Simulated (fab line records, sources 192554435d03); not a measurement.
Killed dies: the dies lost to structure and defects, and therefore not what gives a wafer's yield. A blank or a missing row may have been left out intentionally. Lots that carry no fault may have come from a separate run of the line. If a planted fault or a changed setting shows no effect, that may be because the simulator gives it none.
Matching of chambers	flow n5_finfet	4 sister chambers for N5_BEOL_M3_VIA_ETCH_34 on rie_diel-04
The step etches the open film in C4F6/O2, target depth 69.4 nm, time 65.9 s. 4 wafers are shown with their chamber, then 9 later ones without.

## EACH WAFER AND ITS CHAMBER
wafer	chamber	rf_vpp_V (V)
L087.5	2	690
L087.6	1	668
L090.5	3	653
L090.6	0	663

## WAFERS MISSING THEIR CHAMBER
wafer	rf_vpp_V (V)
L092.1	667
L092.3	651
L092.4	663
L095.3	689
L095.4	665
L095.6	668
L096.1	669
L096.5	653
L096.6	688

## EACH ONE'S CHAMBER
wafer	from the rows above	in truth
L092.1	1	1
L092.3	3	3
L092.4	0	0
L095.3	2	2
L095.4	can't be placed: 0 or 1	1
L095.6	1	1
L096.1	1	1
L096.5	3	3
L096.6	2	2
Correct placement for 8 of the 9. Cannot be placed on the basis of these rows: 1; the candidates contain the true chamber in 1. 0 placed wrongly.
How it was worked out, from the rows above alone: a wafer's distance from a chamber is the root of the sum, over the readings, of the square of ((its reading less the chamber's mean) divided by the reading's scatter). The wafer belongs to the nearest chamber; if the next one is less than 2 further off, it can't be placed. For every chamber, the mean is computed from those of its wafers that are shown. The scatter: with one shown wafer a chamber, the root of the mean of the squares of how far each hidden wafer lies from its nearest shown one.
